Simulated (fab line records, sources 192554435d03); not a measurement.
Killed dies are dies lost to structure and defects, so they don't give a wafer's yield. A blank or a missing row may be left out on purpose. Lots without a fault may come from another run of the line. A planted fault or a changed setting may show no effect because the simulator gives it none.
Split-lot experiment | flow n5_finfet | 7 lots, 21 wafers read, on a route of 1938 steps

THE SPLIT
At N5_BEOL_M4_ETCH_64 (etches SOC in N2/H2, target depth 75 nm, overetch 22.5 nm, time 121.9 s), the setting bias_w was moved away from the recipe's 150 W on 4 of the 21 wafers read, by -15.3% to +16.7%. The other wafers ran this setting at the recipe's value.

The reading is taken at the split's own step.

THE READING
rf_vpp_V, in V, at N5_BEOL_M4_ETCH_64 (etches SOC in N2/H2, target depth 75 nm, overetch 22.5 nm, time 121.9 s). Fault-free wafers of this fab line usually give 524.9 V, standard deviation 2.8 V.

wafer  | tool, chamber at the split | bias_w as run, W | against the recipe | rf_vpp_V, V | against lot-mates on the recipe
L074.1 | rie_diel-01, 0             | 150              | recipe             | 519.8       | -
L074.3 | rie_diel-01, 2             | 150              | recipe             | 525.2       | -
L074.6 | rie_diel-01, 0             | 150              | recipe             | 520.7       | -
L075.1 | rie_diel-01, 1             | 150              | recipe             | 528.1       | -
L075.2 | rie_diel-01, 2             | 150              | recipe             | 526.3       | -
L075.5 | rie_diel-01, 3             | 150              | recipe             | 527.1       | -
L077.1 | rie_diel-02, 1             | 150              | recipe             | 526.6       | -
L077.3 | rie_diel-02, 2             | 150              | recipe             | 527.2       | -
L077.6 | rie_diel-02, 2             | 150              | recipe             | 527.3       | -
L083.2 | rie_diel-06, 0             | 150              | recipe             | 522.2       | -
L083.5 | rie_diel-06, 2             | 175.1            | +16.7%             | 578.9       | +56.0
L083.6 | rie_diel-06, 1             | 150              | recipe             | 523.5       | -
L088.1 | rie_diel-06, 3             | 127              | -15.3%             | 471.8       | -51.8
L088.4 | rie_diel-06, 2             | 127              | -15.3%             | 474.2       | -49.4
L088.5 | rie_diel-06, 3             | 150              | recipe             | 523.6       | -
L090.3 | rie_diel-01, 0             | 150              | recipe             | 521.4       | -
L090.5 | rie_diel-01, 3             | 150              | recipe             | 525.6       | -
L090.6 | rie_diel-01, 0             | 160.6            | +7.1%              | 542.4       | +18.9
L093.1 | rie_diel-06, 2             | 150              | recipe             | 525.4       | -
L093.4 | rie_diel-06, 3             | 150              | recipe             | 523.8       | -
L093.5 | rie_diel-06, 0             | 150              | recipe             | 521.9       | -

THE FIT
A straight line over all 21 wafers: rf_vpp_V changes by +3.27 V for each +1% of bias_w; r = +0.99; the points scatter about the line by 2.7 V.
The same after taking each lot's own level away (the mean of its wafers on the recipe; 21 wafers): +3.28 V for each +1%; r = +1.00; scatter 1.7 V.
On that fit, the largest move of bias_w shifts the reading by 55 V.
The lots' own levels span 521.90 to 527.17 V, that is 1.9 times the standard deviation above.
So the lot-to-lot level changes the slope little: the two slopes agree.
Check: with one of the wafers moved furthest among these (+16.7%) left out of the fit, the line predicts +53.7 V for it against its lot-mates. It came out at +56 V against them.
Tool readings at the split's step, against how far the setting was moved: rf_vpp_V r = +0.99.

OTHER SPLITS ON THESE WAFERS
These wafers also went through other splits before the reading. Each is held against what the fit with the lots' levels taken away leaves over:
other split on the same wafers     | wafers away from the commonest value | r with rf_vpp_V (lot level and that fit taken away)
N5_BEOL_M0_SAQP_EXPOSE_37 dose_mj  | 6                                    | +0.10
N5_BEOL_M0_SAQP_ALD_48 ald_cycles  | 9                                    | -0.41
N5_BEOL_M3_HM_DEP_02 target_thk_a  | 7                                    | -0.21
N5_BEOL_M3_EXPOSE_08 dose_mj       | 7                                    | -0.21
N5_BEOL_M3_TRENCH_ETCH_37 source_w | 9                                    | -0.06

THE WHOLE CHAIN: every reading that the file lists as answering this split, in the file's order
step               | what it does                                                            | reading                                                                          | change (the file's fit)                | r (the file's)
N5_BEOL_M4_ETCH_64 | etches SOC in N2/H2, target depth 75 nm, overetch 22.5 nm, time 121.9 s | rf_vpp_V                                                                         | +3.27 V for each +1% of the setting    | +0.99
N5_BEOL_M4_ETCH_64 | etches SOC in N2/H2, target depth 75 nm, overetch 22.5 nm, time 121.9 s | SiARC_of_BEOL_M4_COAT_62.thk_nm (the simulator's own value, which no gauge read) | -0.0635 nm for each +1% of the setting | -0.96

THE FILE'S OWN FIT
rf_vpp_V changes by +3.27 V for each +1% of bias_w, r = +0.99.
